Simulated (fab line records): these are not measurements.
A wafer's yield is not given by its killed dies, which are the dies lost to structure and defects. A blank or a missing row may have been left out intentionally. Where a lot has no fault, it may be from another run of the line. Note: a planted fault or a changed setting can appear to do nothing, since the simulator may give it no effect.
fab line records -- flow nand-harc
record: lots: 7, wafers: 21, last-day: 34
route steps=1302 shown A_STAIRCASE@842
lots that met no fault: taken from a fault-free run of the same line
start-h: start of the lot's first displayed wafer, in hours after the record's first day -- wait-h: how many hours have passed since the lot's step before this one -- " unchanged from the row above -- L1.1+2: a single row standing in for several wafers -- - no value, or no start given -- * or withheld: withheld -- < > ~ a bound
route shown NAME@n: a module of which the file shows steps, and the number in the route of the first -- usual: the fault-free wafers' mean and standard deviation -- same: alike in all rows -- chamber/n: place in a boat -- sites: readings site by site -- _std_site: their standard deviation -- _edge_site: the outer-site mean with the inner-site mean subtracted -- radius-mm: how far each site lies from the wafer's centre -- mask NAME#n: copy n -- behind: the tool/chamber that last shaped the wafer -- hold: reason for holding the lot/hours on hold/outcome of the hold -- device: the n, p or np transistor that did not switch -- end of line: tests of these same wafers at the route's end -- for a step that has no rows: nothing shown but its recipe -- killed: not the wafer's yield, but the dies lost to structure and defects at the first sort -- map: a wafer's dies, x killed, . not, _ none there
set.NAME: the setting that was run; set.NAME@STEP: the one run at that earlier step -- model.NAME: the simulator's own value behind a step, which no gauge read
lots at some steps of the route; a table a step, a row a wafer
services: from which hour (start-h, from the record's first day; less than 0 if before it) a tool's chamber was out of use, for how many hours, and why
== steps ==
step: NHARC_A_STAIRCASE_ETCHBACK_416
recipe: target-depth-a: 360, time-s: 7.2, c4f8-flow-sccm: withheld, o2-flow-sccm: 8, ar-flow-sccm: withheld, rf-w: 600, bias-w: 800, chemistry: C4F8/O2/Ar
usual: oes-product-au: 0.926/0.0095, rf-vpp-V: 723/5.2
lot.wafer,tool,chamber,start-h,wait-h,oes-product-au,rf-hours-counter-h,rf-vpp-V
L791.1,rie-diel-05,2,-,-,0.924,45,718
L791.4,rie-diel-05,3,-,-,0.928,49,717
L791.3,rie-diel-05,0,-,-,0.932,51,721
L797.1,rie-diel-05,3,-,-,0.908,14,730
L797.2,rie-diel-05,1,-,-,0.928,13,721
L797.3,rie-diel-05,2,-,-,0.925,14,719
L803.2,rie-diel-08,1,-,-,0.930,47,730
L803.5,rie-diel-08,2,-,-,0.927,-,732
L803.6,rie-diel-08,3,-,-,0.929,-,719
L804.4,rie-diel-05,1,-,-,0.915,41,719
L804.3,rie-diel-05,2,-,-,0.924,41,719
L804.2,rie-diel-05,0,-,-,0.925,32,721
L805.2,rie-diel-09,2,-,-,0.923,13,718
L805.3,rie-diel-09,0,-,-,0.942,9,717
L805.6,rie-diel-09,2,-,-,0.917,-,718
L808.1,rie-diel-05,0,-,-,0.941,40,721
L808.3,rie-diel-05,1,-,-,0.927,50,719
L808.6,rie-diel-05,1,-,-,0.927,-,719
L813.4,rie-diel-08,2,-,-,0.914,30,728
L813.1,rie-diel-08,3,-,-,0.935,29,718
L813.6,rie-diel-08,2,-,-,0.922,-,730
step: NHARC_A_STAIRCASE_STRIP_476
recipe: time-s: 20, o2-flow-sccm: 500, ar-flow-sccm: 0, bias-w: 0, chemistry: O2
usual: drypump-motor-current-A: 6.14/0.24, oes-product-au: 0.999/0.0092, rf-vpp-V: 57.8/0.89, showerhead-plenum-p-Torr: 3.53/0.18, throttle-valve-pct: 17.036/0.01
lot.wafer,tool,chamber,start-h,wait-h,drypump-motor-current-A,oes-product-au,rf-hours-counter-h,rf-vpp-V,showerhead-plenum-p-Torr,throttle-valve-pct
L791.3,rie-diel-05,1,392.85,0.1,6.09,0.997,47,57.6,3.44,17.039
L791.1,rie-diel-05,2,392.85,0.1,6.14,1.008,45,57.1,3.39,17.016
L791.4,rie-diel-05,3,392.85,0.1,6.41,1.004,49,55.8,3.28,17.052
L797.2,rie-diel-05,2,454.46,0.1,6.11,1.008,14,56.1,3.38,17.034
L797.1,rie-diel-05,3,454.46,0.1,6.41,0.989,14,59.1,3.80,17.028
L797.3,rie-diel-05,1,454.46,0.1,6.11,0.995,13,58.1,3.43,17.037
L803.2,rie-diel-08,2,525.03,0.1,6.32,0.984,48,58.5,3.78,17.044
L803.5,rie-diel-08,1,525.03,0.1,5.94,1.007,-,58.9,3.74,17.033
L803.6,rie-diel-08,2,525.03,0.1,6.32,0.994,-,58.3,3.78,17.054
L804.4,rie-diel-05,1,528.89,0.1,6.09,0.994,41,57.0,3.42,17.019
L804.3,rie-diel-05,2,528.89,0.1,6.14,0.992,41,56.5,3.36,17.039
L804.2,rie-diel-05,3,528.89,0.1,6.39,0.991,42,58.0,3.78,17.020
L805.2,rie-diel-09,1,538.87,0.1,5.54,1.012,9,58.7,3.71,17.037
L805.3,rie-diel-09,3,538.87,0.1,6.01,1.000,12,58.5,3.64,17.034
L805.6,rie-diel-09,2,538.87,0.1,6.31,0.999,-,57.4,3.35,17.041
L808.3,rie-diel-05,1,557.80,0.1,6.10,1.008,50,56.2,3.41,17.034
L808.1,rie-diel-05,0,557.80,0.1,5.86,1.010,40,56.4,3.45,17.045
L808.6,rie-diel-05,2,557.80,0.1,6.13,0.992,-,57.2,3.36,17.017
L813.1,rie-diel-08,3,642.24,0.1,6.30,1.010,29,57.2,3.36,17.043
L813.4,rie-diel-08,0,642.24,0.1,6.42,1.006,27,57.8,3.51,17.061
L813.6,rie-diel-08,2,642.24,0.1,6.32,0.991,-,59.4,3.76,17.039
step: NHARC_A_STAIRCASE_DEP_417
recipe: target-thk-a: 600, step-coverage-pct: 20, temp-c: 400, target-thk-nm: 60, flow-sccm: 200, rf-w: 450, material: Si3N4
step: NHARC_A_STAIRCASE_WET_418
recipe: temp-c: 160, target-depth-a: 200, chemistry: H3PO4
step: NHARC_A_STAIRCASE_PRECLEAN_419
recipe: time-s: *, temp-c: 50, bath-age-min: 0, chemistry: SC1
step: NHARC_A_STAIRCASE_SRD_421
step: NHARC_A_STAIRCASE_ALD_420
recipe: target-thk-a: 200, pulse-time-s: 6, ald-cycles: 200, temp-c: 300, material: SiO2
usual: heater-power-w: 453/55, precursor-pulse-height-rel: 1.000/0.02
same: pulse-time-s: 6
lot.wafer,tool,chamber,start-h,wait-h,heater-power-w,precursor-pulse-height-rel,since-wet-clean-h
L791.3,ald-hk-02,2,395.66,-,445,1.015,38
L791.1,ald-hk-02,3,395.66,-,396,1.009,38
L791.4,ald-hk-02,1,395.66,-,381,1.005,38
L797.1,ald-hk-04,1,458.24,-,435,1.016,13
L797.2,ald-hk-04,2,458.24,-,378,1.014,13
L797.3,ald-hk-04,3,458.24,-,439,1.009,13
L803.2,ald-hk-01,1,528.58,-,485,1.030,43
L803.6,ald-hk-01,1,528.58,-,480,0.992,-
L803.5,ald-hk-01,2,528.58,-,408,1.001,-
L804.3,ald-hk-01,3,531.76,0.1,524,1.031,47
L804.2,ald-hk-01,0,531.76,0.1,432,0.989,47
L804.4,ald-hk-01,1,531.76,0.1,475,1.009,47
L805.3,ald-hk-01,1,542.09,-,481,0.994,57
L805.2,ald-hk-01,2,542.09,-,397,1.018,57
L805.6,ald-hk-01,0,542.09,-,443,0.997,-
L808.1,ald-hk-04,0,560.63,-,575,0.978,115
L808.3,ald-hk-04,3,560.63,-,454,1.019,116
L808.6,ald-hk-04,1,560.63,-,429,0.981,-
L813.4,ald-hk-04,3,645.03,-,445,0.984,20
L813.1,ald-hk-04,1,645.03,-,425,1.011,20
L813.6,ald-hk-04,0,645.03,-,566,0.992,-
step: NHARC_A_STAIRCASE_CVD_552
recipe: target-thk-a: 400, temp-c: 700, pressure-mtorr: 300, material: SiNx
step: NHARC_A_STAIRCASE_DEP_151
recipe: target-thk-a: 72000, temp-c: 400, target-thk-nm: 7200, teos-flow-sccm: 200, rf-w: 500, material: SiO2
usual: heater-power-w: 644/75
lot.wafer,tool,chamber,start-h,wait-h,heater-power-w,since-wet-clean-h
L791.3,pecvd-03,2,406.96,0.5,832,28
L791.1,pecvd-03,0,406.96,0.5,707,28
L791.4,pecvd-03,2,406.96,0.5,693,-
L797.2,pecvd-02,0,466.32,0.4,706,45
L797.3,pecvd-02,1,466.32,0.4,564,46
L797.1,pecvd-02,2,466.32,0.4,779,46
L803.2,pecvd-02,0,536.94,0.6,651,116
L803.6,pecvd-02,1,536.94,0.6,541,-
L803.5,pecvd-02,0,536.94,0.6,566,-
L804.3,pecvd-03,2,539.98,0.5,764,161
L804.2,pecvd-03,0,539.98,0.5,686,161
L804.4,pecvd-03,1,539.98,0.5,548,-
L805.3,pecvd-01,1,550.12,0.5,618,45
L805.2,pecvd-01,2,550.12,0.5,729,45
L805.6,pecvd-01,2,550.12,0.5,607,-
L808.3,pecvd-01,1,568.75,0.4,681,64
L808.1,pecvd-01,2,568.75,0.4,722,64
L808.6,pecvd-01,1,568.75,0.4,619,-
L813.1,pecvd-02,1,653.23,0.5,587,51
L813.4,pecvd-02,0,653.23,0.5,591,-
L813.6,pecvd-02,2,653.23,0.5,650,-
step: NHARC_A_STAIRCASE_ANNEAL_320
recipe: temp-c: 750, time-s: 1800
step: NHARC_A_STAIRCASE_DEP_322
recipe: target-thk-a: 72000, temp-c: 400, target-thk-nm: 7200, teos-flow-sccm: 200, rf-w: 500, material: SiO2
usual: heater-power-w: 642/83
lot.wafer,tool,chamber,start-h,wait-h,heater-power-w,since-wet-clean-h
L791.3,pecvd-03,0,417.58,0.2,691,39
L791.1,pecvd-03,2,417.58,0.2,755,39
L791.4,pecvd-03,1,417.58,0.2,534,-
L797.2,pecvd-03,2,473.57,0.1,693,95
L797.3,pecvd-03,0,473.57,0.1,662,95
L797.1,pecvd-03,1,473.57,0.1,534,95
L803.2,pecvd-01,2,544.03,0.2,654,39
L803.6,pecvd-01,1,544.03,0.2,627,-
L803.5,pecvd-01,0,544.03,0.2,598,-
L804.3,pecvd-02,2,547.08,0.1,650,126
L804.2,pecvd-02,0,547.08,0.1,663,126
L804.4,pecvd-02,1,547.08,0.1,542,-
L805.3,pecvd-02,2,558.25,0.4,770,137
L805.2,pecvd-02,0,558.25,0.4,598,137
L805.6,pecvd-02,1,558.25,0.4,554,-
L808.1,pecvd-03,1,580.08,0.1,575,20
L808.3,pecvd-03,0,580.08,0.1,689,20
L808.6,pecvd-03,0,580.08,0.1,569,-
L813.1,pecvd-03,2,661.72,0.2,794,102
L813.6,pecvd-03,1,661.72,0.2,552,-
L813.4,pecvd-03,0,661.72,0.2,546,-
step: NHARC_A_STAIRCASE_ANNEAL_323
recipe: temp-c: 750, time-s: 1800
usual: run-length-s: 1821/4.2, spike-tc-bottom-C: 767/3.1, spike-tc-upper-C: 749.8/0.94, tube-center-temp-C: 750/0.065, zone-power-centre-pct: 13.8/1.6
lot.wafer,tool,chamber,start-h,wait-h,run-length-s,spike-tc-bottom-C,spike-tc-upper-C,tube-center-temp-C,zone-power-centre-pct
L791.1,furnace-07,0,426.13,-,1818,772,749.9,749.97,15.7
L791.3,furnace-07,0,426.13,-,1818,772,750.0,750.02,15.4
L791.4,furnace-07,0,426.13,-,1818,771,748.8,750.02,15.5
L797.1,furnace-02,0,479.20,-,1818,767,750.1,750.06,13.8
L797.2,furnace-02,0,479.20,-,1818,765,751.5,750.1,14.4
L797.3,furnace-02,0,479.20,-,1818,766,749.4,749.9,14.2
L803.2,furnace-07,-,548.12,-,-,-,-,-,-
L803.5,furnace-07,-,548.12,-,-,-,-,-,-
L803.6,furnace-07,-,548.12,-,-,-,-,-,-
L804.2,furnace-07,-,548.12,-,-,-,-,-,-
L804.3,furnace-07,-,548.12,-,-,-,-,-,-
L804.4,furnace-07,-,548.12,-,-,-,-,-,-
L805.2,furnace-02,-,562.61,-,-,-,-,-,-
L805.3,furnace-02,-,562.61,-,-,-,-,-,-
L805.6,furnace-02,-,562.61,-,-,-,-,-,-
L808.1,furnace-07,0,586.56,-,1818,770,748.4,750.08,15.7
L808.3,furnace-07,0,586.56,-,1818,770,749.8,749.99,15.2
L808.6,furnace-07,0,586.56,-,1818,772,749.6,750.07,15.0
L813.1,furnace-02,0,668.07,-,1824,765,751.1,750.06,14.2
L813.4,furnace-02,0,668.07,-,1824,766,750.6,750.16,14.1
L813.6,furnace-02,0,668.07,-,1824,764,750.3,749.98,14.1
== services ==
tool,chamber,start-h,hours,kind
rie-diel-08,-,370.21,9.0,pm
furnace-07,-,388.09,26.0,pm
ald-hk-04,-,388.76,1.8,repair
rie-diel-05,-,406.94,9.0,pm
pecvd-02,-,408.00,13.0,pm
rie-diel-08,3,412.08,4.3,repair
pecvd-01,1,414.64,24.6,repair
furnace-02,-,419.60,9.2,repair
rie-diel-05,1,427.45,4.4,repair
pecvd-02,-,433.85,1.3,repair
ald-hk-04,-,435.55,10.0,pm
rie-diel-05,0,450.35,27.5,repair
ald-hk-01,-,475.50,10.0,pm
rie-diel-08,1,488.52,14.4,repair
pecvd-03,-,547.00,13.0,pm
rie-diel-08,-,547.21,9.0,pm
pecvd-03,-,575.09,3.0,repair
rie-diel-05,-,583.94,9.0,pm
pecvd-02,-,589.00,13.0,pm
pecvd-03,-,596.80,1.3,repair
rie-diel-08,3,608.46,5.6,repair
rie-diel-08,0,613.68,2.7,repair
rie-diel-05,1,631.90,3.1,repair
pecvd-03,-,651.06,0.9,repair
== key ==
first-sign: step: NHARC_A_STAIRCASE_ANNEAL_323, reading: tool-record, direction: missing
effect none on later readings
met-at NHARC_A_STAIRCASE_ANNEAL_323
struck-wafers L803.2,L803.5,L803.6,L804.2,L804.3,L804.4,L805.2,L805.3,L805.6
later-rows-left-out L803.2,L803.5,L803.6,L804.2,L804.3,L804.4,L805.2,L805.3,L805.6
sort-left-out L803.2,L803.5,L803.6,L804.2,L804.3,L804.4,L805.2,L805.3,L805.6
tester-left-out L803,L804,L805
onset-between 479.20 548.12
fault: kind: skipped-step-whole, tool: furnace-02,furnace-07, chamber: -, onset-h: 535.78, steps: NHARC_A_STAIRCASE_ANNEAL_323, scope: struck-lots-only
tester-left-out: of these lots the tester's yield and bins aren't shown, on N5 and GAA mostly nor the transistor test; their killed dies are dies lost to structure and defects alone, not to doping, threshold or leakage, so they don't give the yield
sort-left-out: the simulated sort isn't trusted on such a fault, so these wafers' sort isn't shown, and their yield isn't known
later-rows-left-out: the simulator's readings of these wafers behind a module that went badly wrong aren't trusted and aren't shown, but for the sort
